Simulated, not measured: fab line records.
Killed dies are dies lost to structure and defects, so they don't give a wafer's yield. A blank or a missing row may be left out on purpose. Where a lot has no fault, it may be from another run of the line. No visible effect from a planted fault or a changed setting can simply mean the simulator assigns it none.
Chamber matching | flow nand_harc | NHARC_P_M0_DEP_32 on pecvd-02 has 3 sister chambers
The step deposits SiCN, target thk 30 nm. 6 wafers are shown with their chamber, then 12 later ones without.

WAFERS PAIRED WITH THEIR CHAMBERS
wafer  | chamber | heater_power_w (W)
L088.2 | 2       | 557
L088.3 | 1       | 666
L088.6 | 0       | 702
L088.1 | 0       | 706
L088.4 | 1       | 681
L088.5 | 2       | 571

WAFERS MISSING THEIR CHAMBER
wafer  | heater_power_w (W)
L089.2 | 744
L089.3 | 506
L089.4 | 759
L093.1 | 547
L093.5 | 762
L093.6 | 617
L094.1 | 557
L094.3 | 655
L094.6 | 622
L097.1 | 737
L097.3 | 708
L097.5 | 708

EACH ONE'S CHAMBER
wafer  | from the rows above     | in truth
L089.2 | 0                       | 0
L089.3 | 2                       | 2
L089.4 | 0                       | 0
L093.1 | 2                       | 2
L093.5 | 0                       | 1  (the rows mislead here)
L093.6 | can't be placed: 2 or 1 | 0
L094.1 | 2                       | 2
L094.3 | 1                       | 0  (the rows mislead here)
L094.6 | can't be placed: 1 or 2 | 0
L097.1 | 0                       | 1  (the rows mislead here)
L097.3 | 0                       | 0
L097.5 | 0                       | 0
7 of 12 placed correctly. Can't be placed from these rows: 2 (the true chamber is among the candidates in 0). Wrongly placed: 3.
How it was worked out, from the rows above alone: a wafer's distance from a chamber is the root of the sum, over the readings, of the square of ((its reading less the chamber's mean) divided by the reading's scatter). The wafer belongs to the nearest chamber; if the next one is less than 2 further off, it can't be placed. Each chamber's mean is taken over the wafers shown for it. The scatter: take each reading less its chamber's mean, square it, sum over the shown wafers, divide by the number of wafers less the number of chambers, and take the root.
